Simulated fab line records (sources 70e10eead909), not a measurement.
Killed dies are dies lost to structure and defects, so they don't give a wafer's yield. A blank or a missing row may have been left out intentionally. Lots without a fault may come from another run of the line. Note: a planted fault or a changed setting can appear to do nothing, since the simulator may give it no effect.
Which of the tools did it? + flow nand harc + 15 lots with 45 wafers sampled at 4 steps, on a route of 1302 steps

## WHAT THE GAUGES READ, wafer by wafer
NHARC_P_M0_INSPECT_27. Usual: raw defect count reads 305 (standard deviation 130).
| lot  | measured     | on                | raw defect count | flag |
|------|--------------|-------------------|------------------|------|
| L509 | day 7 04:23  | defect inspect-02 | 221 229 372      |      |
| L512 | day 8 06:23  | defect inspect-02 | 207 247 175      |      |
| L511 | day 8 06:41  | defect inspect-01 | 183 457 305      |      |
| L513 | day 9 00:20  | defect inspect-02 | 474 680 391      |      |
| L516 | day 9 23:16  | defect inspect-01 | 432 377 246      |      |
| L517 | day 10 16:25 | defect inspect-02 | 186 386 249      |      |
| L518 | day 10 21:46 | defect inspect-02 | 265 181 213      |      |
| L522 | day 12 04:54 | defect inspect-01 | 369 368 372      |      |
| L523 | day 12 20:47 | defect inspect-01 | 336 205 263      |      |
| L524 | day 13 04:47 | defect inspect-02 | 383 272 381      |      |
| L525 | day 13 21:42 | defect inspect-02 | 186 220 177      |      |
| L526 | day 13 22:37 | defect inspect-02 | 233 440 648      |      |
| L527 | day 14 13:02 | defect inspect-01 | 161 143 170      |      |
| L529 | day 15 10:24 | defect inspect-02 | 257 295 137      |      |
| L530 | day 15 18:24 | defect inspect-01 | 705 274 230      |      |

## EACH LOT AND THE TOOL THAT RAN IT (in order: tool; ch and the chambers of the sampled wafers; start)
| lot  | NHARC_P_M0_ETCH_34                 | NHARC_P_M0_PVD_20            | NHARC_P_M0_ANNEAL_30             |
|------|------------------------------------|------------------------------|----------------------------------|
| L509 | rie diel-08 ch 0,1,3, day 7 02:00  | pvd sputter-02, day 7 02:56  | rtp anneal-01 ch 0, day 7 03:40  |
| L512 | rie diel-09 ch 1,3, day 8 03:56    | pvd sputter-01, day 8 04:57  | rtp anneal-01 ch 0, day 8 05:34  |
| L511 | rie diel-09 ch 1,2, day 8 04:19    | pvd sputter-02, day 8 05:15  | rtp anneal-02 ch 0, day 8 05:55  |
| L513 | rie diel-08 ch 1,2, day 8 21:55    | pvd sputter-01, day 8 22:54  | rtp anneal-01 ch 0, day 8 23:35  |
| L516 | rie diel-08 ch 0,2,3, day 9 20:50  | pvd sputter-02, day 9 21:47  | rtp anneal-01 ch 0, day 9 22:33  |
| L517 | rie diel-08 ch 0,1, day 10 14:01   | pvd sputter-03, day 10 14:59 | rtp anneal-01 ch 0, day 10 15:38 |
| L518 | rie diel-09 ch 1,2,3, day 10 19:23 | pvd sputter-03, day 10 20:21 | rtp anneal-01 ch 0, day 10 20:56 |
| L522 | rie diel-09 ch 0,1,3, day 12 02:31 | pvd sputter-01, day 12 03:27 | rtp anneal-01 ch 0, day 12 04:05 |
| L523 | rie diel-08 ch 0,2,3, day 12 18:19 | pvd sputter-03, day 12 19:21 | rtp anneal-02 ch 0, day 12 19:58 |
| L524 | rie diel-08 ch 0,1, day 12 23:28   | pvd sputter-01, day 13 03:15 | rtp anneal-01 ch 0, day 13 04:01 |
| L525 | rie diel-09 ch 0,1,2, day 13 19:17 | pvd sputter-02, day 13 20:17 | rtp anneal-02 ch 0, day 13 20:53 |
| L526 | rie diel-09 ch 2,3, day 13 20:13   | pvd sputter-02, day 13 21:11 | rtp anneal-01 ch 0, day 13 21:47 |
| L527 | rie diel-11 ch 0,1,2, day 14 10:36 | pvd sputter-03, day 14 11:34 | rtp anneal-01 ch 0, day 14 12:13 |
| L529 | rie diel-11 ch 1,2,3, day 15 08:01 | pvd sputter-03, day 15 09:00 | rtp anneal-02 ch 0, day 15 09:41 |
| L530 | rie diel-09 ch 2,3, day 15 16:02   | pvd sputter-01, day 15 16:59 | rtp anneal-01 ch 0, day 15 17:35 |
- NHARC_P_M0_ETCH_34: etches the open film in N2/H2, target depth 40 nm, overetch 12 nm, time 43.94 s.
- NHARC_P_M0_PVD_20: deposits TaN, target thk 5 nm, time 8.06 s.
- NHARC_P_M0_ANNEAL_30: time 90 s.

## WHAT THE TOOLS THEMSELVES READ (means of the sampled wafers that have a number; where no wafer has one, the mark that the record gives instead)
NHARC_P_M0_ETCH_34. Usual: drypump motor current A 5.7 A, standard deviation 0.41; oes product au 1.003 a.u., standard deviation 0.01; rf vpp V 429.4 V, standard deviation 2.8; showerhead plenum p Torr 2.00 Torr, standard deviation 0.094; throttle valve pct 14.171 %, standard deviation 0.0082.
| lot  | tool        | drypump motor current A (A) | oes product au (a.u.) | rf vpp V (V) | showerhead plenum p Torr (Torr) | throttle valve pct (%) | flag |
|------|-------------|-----------------------------|-----------------------|--------------|---------------------------------|------------------------|------|
| L509 | rie diel-08 | 5.4                         | 0.997                 | 430.4        | 2.02                            | 14.170                 |      |
| L512 | rie diel-09 | 5.8                         | 1.014                 | 426.1        | 1.91                            | 14.174                 |      |
| L511 | rie diel-09 | 5.7                         | 1.013                 | 426.7        | 1.90                            | 14.168                 |      |
| L513 | rie diel-08 | 5.2                         | 0.996                 | 430.1        | 2.03                            | 14.172                 |      |
| L516 | rie diel-08 | 5.8                         | 0.980                 | 429.6        | 2.01                            | 14.177                 |      |
| L517 | rie diel-08 | 5.0                         | 0.997                 | 430.6        | 2.04                            | 14.172                 |      |
| L518 | rie diel-09 | 5.8                         | 1.014                 | 427.2        | 1.91                            | 14.180                 |      |
| L522 | rie diel-09 | 5.7                         | 1.012                 | 430.1        | 2.00                            | 14.174                 |      |
| L523 | rie diel-08 | 5.8                         | 1.003                 | 429.7        | 2.00                            | 14.171                 |      |
| L524 | rie diel-08 | 5.1                         | 0.999                 | 430.8        | 2.04                            | 14.162                 |      |
| L525 | rie diel-09 | 5.5                         | 1.006                 | 429.4        | 1.99                            | 14.166                 |      |
| L526 | rie diel-09 | 6.0                         | 1.010                 | 426.8        | 1.92                            | 14.166                 |      |
| L527 | rie diel-11 | 5.9                         | 0.992                 | 429.5        | 2.01                            | 14.175                 |      |
| L529 | rie diel-11 | 6.0                         | 1.008                 | 428.9        | 1.98                            | 14.169                 |      |
| L530 | rie diel-09 | 5.8                         | 0.998                 | 426.2        | 1.90                            | 14.168                 |      |

NHARC_P_M0_PVD_20. Usual: bias v 168.7 V, standard deviation 1.7; cathode dc power W 15000 W, standard deviation 2.7; throttle valve pct 30.0 %, standard deviation 0.85.
| lot  | tool           | bias v (V) | cathode dc power W (W) | throttle valve pct (%) | flag |
|------|----------------|------------|------------------------|------------------------|------|
| L509 | pvd sputter-02 | 168.5      | 15002                  | 30.7                   |      |
| L512 | pvd sputter-01 | 168.9      | 15001                  | 30.5                   |      |
| L511 | pvd sputter-02 | 169.4      | 15000                  | 30.6                   |      |
| L513 | pvd sputter-01 | 168.1      | 15000                  | 30.0                   |      |
| L516 | pvd sputter-02 | -          | -                      | -                      | OFF  |
| L517 | pvd sputter-03 | -          | -                      | -                      | OFF  |
| L518 | pvd sputter-03 | -          | -                      | -                      | OFF  |
| L522 | pvd sputter-01 | 168.0      | 14999                  | 30.2                   |      |
| L523 | pvd sputter-03 | 166.8      | 14998                  | 28.8                   |      |
| L524 | pvd sputter-01 | 169.4      | 14998                  | 30.1                   |      |
| L525 | pvd sputter-02 | 169.4      | 14998                  | 30.3                   |      |
| L526 | pvd sputter-02 | 167.8      | 15000                  | 30.6                   |      |
| L527 | pvd sputter-03 | 167.6      | 15000                  | 30.5                   |      |
| L529 | pvd sputter-03 | 168.8      | 14998                  | 28.8                   |      |
| L530 | pvd sputter-01 | 168.7      | 15003                  | 30.5                   |      |

NHARC_P_M0_ANNEAL_30. Usual: wafer_temp_C_max reads 226.8 (standard deviation 0.37).
| lot  | tool          | wafer_temp_C_max | flag |
|------|---------------|------------------|------|
| L509 | rtp anneal-01 | 226.6            |      |
| L512 | rtp anneal-01 | 227.2            |      |
| L511 | rtp anneal-02 | 226.8            |      |
| L513 | rtp anneal-01 | 226.6            |      |
| L516 | rtp anneal-01 | 226.8            |      |
| L517 | rtp anneal-01 | 226.4            |      |
| L518 | rtp anneal-01 | 226.9            |      |
| L522 | rtp anneal-01 | 226.9            |      |
| L523 | rtp anneal-02 | 226.6            |      |
| L524 | rtp anneal-01 | 227.2            |      |
| L525 | rtp anneal-02 | 226.7            |      |
| L526 | rtp anneal-01 | 226.6            |      |
| L527 | rtp anneal-01 | 226.7            |      |
| L529 | rtp anneal-02 | 226.7            |      |
| L530 | rtp anneal-01 | 226.5            |      |

## THE ANSWER, worked out from the rows above alone
Rule: a lot counts as off when the mean over its wafers that have a number is more than 3 standard deviations away from the usual mean. Also off: a lot with no number at a reading for which 4 or more lots have one. The other lots that the step has rows for count as sound. Order of review: gauges by route order, followed by the tools' own readings, for which a lot's mean as printed above is used. The first step at which some lot is off is used, and at that step the reading that is off furthest; a lot without a number counts as furthest.
Off, at NHARC_P_M0_PVD_20 on bias v: L516, L517, L518. Without a number there: L516, L517, L518.
A tool fits if, at that step or a process step before it, it ran every lot that is off, and no sound lot after the first of them. No candidate that was tried fits.

## WHAT THE SIMULATOR HAD INSERTED
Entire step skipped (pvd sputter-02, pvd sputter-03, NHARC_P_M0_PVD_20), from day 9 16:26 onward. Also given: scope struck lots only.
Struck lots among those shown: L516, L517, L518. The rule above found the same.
